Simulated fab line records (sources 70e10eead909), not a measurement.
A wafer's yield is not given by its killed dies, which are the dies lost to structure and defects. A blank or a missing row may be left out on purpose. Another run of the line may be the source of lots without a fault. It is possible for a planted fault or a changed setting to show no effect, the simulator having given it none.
A lot that was struck, set against a sound lot -- flow nand_harc -- 15 steps out of a route of 1159
Sound: wafers L576.3, L576.4, L576.6. The struck wafers were L583.2, L583.3, L583.6. The cause is given at the end.
For every step that has rows: the tool of each side, followed by ch and its chambers, followed by its first start. Under that, the readings that differ: sound wafers -- struck wafers -- difference of the means -- sigmas: that difference in standard deviations of wafers without a fault.
alike: words and numbers the same on both sides, and readings whose means are apart by under 2 such deviations; not compared: readings that were withheld, readings missing a value for some wafer, numbers with overlapping values and no deviation given by the record, and bounds like >300 which may hide the same value.
The two part at a step that has a row with sigmas, a row that says differs or no value, or rows on one side only. Non-overlapping numbers with no deviation appear without sigmas and do not part them. Lack of a reading on every wafer of one side parts them only where that side has two or more wafers.

NHARC_P_START_INSPECT_01:
  sound on defect_inspect-02, day 3 06:02; struck on defect_inspect-01, day 5 00:02
  alike: raw_defect_count
then, 9 steps without rows for these wafers: NHARC_P_ZERO_WELL_PRECLEAN_00 (cleans in SPM, time 600 s); NHARC_P_ZERO_WELL_SRD_01; NHARC_P_ZERO_WELL_PECVD_02 (deposits SiO2, target thk 10 nm); NHARC_P_ZERO_WELL_DEHYDRATE_03 (time 120 s); NHARC_P_ZERO_WELL_HMDS_04 (time 30 s); NHARC_P_ZERO_WELL_COAT_64 (time 65 s); NHARC_P_ZERO_WELL_COAT_05 (resist thk 600 nm); NHARC_P_ZERO_WELL_SOFTBAKE_06 (time 70 s); NHARC_P_ZERO_WELL_EBR_07.
NHARC_P_ZERO_WELL_EXPOSE_08: exposes mask P ZERO, target cd 500 nm.
  sound on krf_scanner-04 ch 0, day 3 07:05; struck on krf_scanner-04 ch 0, day 5 01:06
reading,sound,struck,difference,sigmas
exposure_dose_mJ_cm2,33.82 33.80 33.79,51.42 51.42 51.48,+17.64,+99 or more
  alike: mask
then, 2 steps without rows for these wafers: NHARC_P_ZERO_WELL_PEB_09 (peb time 80 s); NHARC_P_ZERO_WELL_DEVELOP_10 (time 50 s).
NHARC_P_ZERO_WELL_CD_MEAS_11: target cd 500 nm.
  sound on cd_sem-01 ch 0, day 3 07:14; struck on cd_sem-02 ch 0, day 5 01:15
reading,sound,struck,difference,sigmas
cd_nm (nm),500.9 501.8 505.2,581.0 581.4 578.8,+77.8,+27
then, 1 step without rows for these wafers: NHARC_P_ZERO_WELL_HARDBAKE_12 (time 65 s).

== WHERE THEY PART ==
Earliest at NHARC_P_ZERO_WELL_EXPOSE_08; latest, in this record, at NHARC_P_ZERO_WELL_CD_MEAS_11.

WHY: whatever the simulator had introduced
Process parameter drift: krf_scanner-04, from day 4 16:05 on, at NHARC_P_ZERO_WELL_EXPOSE_08. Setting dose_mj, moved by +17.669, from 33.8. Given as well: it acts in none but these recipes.
